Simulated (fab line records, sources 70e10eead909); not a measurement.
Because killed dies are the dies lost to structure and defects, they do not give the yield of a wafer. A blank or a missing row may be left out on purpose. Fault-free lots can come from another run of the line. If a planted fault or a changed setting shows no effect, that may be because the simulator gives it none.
A struck lot beside a sound one || flow nand-harc || 15 steps out of a route of 1159
Sound: wafers L177.1, L177.3, L177.4. The struck wafers were L181.1, L181.2, L181.4. The cause is named last.
Each step with rows lists, per side, the tool, then ch with its chambers, then its first start. Under that, the readings that differ: sound wafers || struck wafers || difference of the means || sigmas: that difference in standard deviations of wafers without a fault.
alike: readings whose means differ by less than 2 such deviations, and words and numbers that are the same on both sides. not compared: withheld readings, readings that some wafer has no value for, bounds like >300 that may hide the same value, and numbers for which the record gives no deviation and whose values overlap.
A row with sigmas, a row that says differs or no value, or rows on one side alone: a step with any of these is where the two part. Numbers that have no deviation but don't overlap get no sigmas and don't part them. A reading missing from all wafers of one side parts the sides only when that side holds two or more wafers.

NHARC_A_SGD_CUT_THK_MEAS_22: measures by ellipsometry.
  sound on film-metro-02 at day 15 22:31; struck on film-metro-02 at day 17 14:07
  alike: thk-nm
then, 2 steps without rows for these wafers: NHARC_A_SGD_CUT_SRD_23; NHARC_A_SGD_CUT_ETCH_26 (etches SiO2 in dHF, target depth 45.8 nm).
NHARC_A_SGD_CUT_ETCHBACK_24: etches the open film in CH3F/O2, target depth 50 nm, time 92.857 s.
  sound on rie-diel-11 ch 0,2,3, day 15 22:44; struck on rie-diel-11 ch 1,2,3, day 17 14:22
{"reading": "rf-hours-counter-h (h)", "sound": "17 14 16", "struck": "1 1 1", "difference": -15, "sigmas": ""}
  alike: bias-w, drypump-motor-current-A, oes-product-au, rf-vpp-V, showerhead-plenum-p-Torr, throttle-valve-pct
NHARC_A_SGD_CUT_STRIP_28: strips in O2, time 20 s.
  sound: rie-diel-11 ch 0,2,3; struck: rie-diel-11 ch 0,2,3
{"reading": "rf-hours-counter-h (h)", "sound": "17 16 14", "struck": "1 1 2", "difference": -14, "sigmas": ""}
  alike: drypump-motor-current-A, oes-product-au, rf-vpp-V, showerhead-plenum-p-Torr, throttle-valve-pct
NHARC_A_SGD_CUT_INSPECT_25:
  sound on defect-inspect-01 at day 15 22:59; struck on defect-inspect-02 at day 17 14:35
  alike: raw-defect-count
NHARC_A_SLIT_DEP_25: deposits SiO2, target thk 200 nm.
  sound on pecvd-02 ch 0,1,2, day 15 23:03; struck on pecvd-04 ch 0,2, day 17 14:42
  alike: heater-power-w, showerhead-vpp-V, throttle-valve-pct
NHARC_A_SLIT_DEP_00: deposits aC, target thk 3200 nm.
  sound on acl-dep-01 ch 0, day 16 02:17; struck on acl-dep-01 ch 0, day 17 15:26
  alike: throttle-valve-pct
NHARC_A_SLIT_DEP_23: deposits SiON, target thk 100 nm.
  sound on pecvd-03 ch 1,2, day 16 04:18; struck on pecvd-02 ch 0,1, day 17 17:25
  alike: heater-power-w, showerhead-vpp-V
then, 3 steps without rows for these wafers: NHARC_A_SLIT_DEHYDRATE_01 (time 120 s); NHARC_A_SLIT_HMDS_02 (time 30 s); NHARC_A_SLIT_COAT_03 (resist thk 90 nm).
NHARC_A_SLIT_SOFTBAKE_04: time 55 s.
  sound on litho-track-04 ch 0, day 16 04:00; struck on litho-track-06 ch 0, day 17 17:00
{"reading": "heater-power-total-W (W)", "sound": "188.22 188.41 188.28", "struck": "214.22 213.90 214.07", "difference": "+25.76", "sigmas": "+99 or more"}
after that, 1 step had no rows for these wafers: NHARC_A_SLIT_EBR_05.
-- break in the record here, with 5 days between the starts of the struck wafers on either side (left off in module A_SLIT, picked up again in module END, where the first step shown is number 1159 on the route) --
NHARC_END_SORT_01:
  sound on prober-02 ch 0, day 21 03:31; struck on prober-02 ch 0, day 22 14:18
  alike: killed-at-array, killed-at-other, killed-at-periphery, killed-dies, killed-open, killed-short

WHERE THEY PART
Within this record, at NHARC_A_SLIT_SOFTBAKE_04 only. Later steps at which nothing parts them and some readings are alike: NHARC_END_SORT_01.

WHY: whatever the simulator had introduced
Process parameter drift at NHARC_A_SLIT_SOFTBAKE_04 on litho-track-06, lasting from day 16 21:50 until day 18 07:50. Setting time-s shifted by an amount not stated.
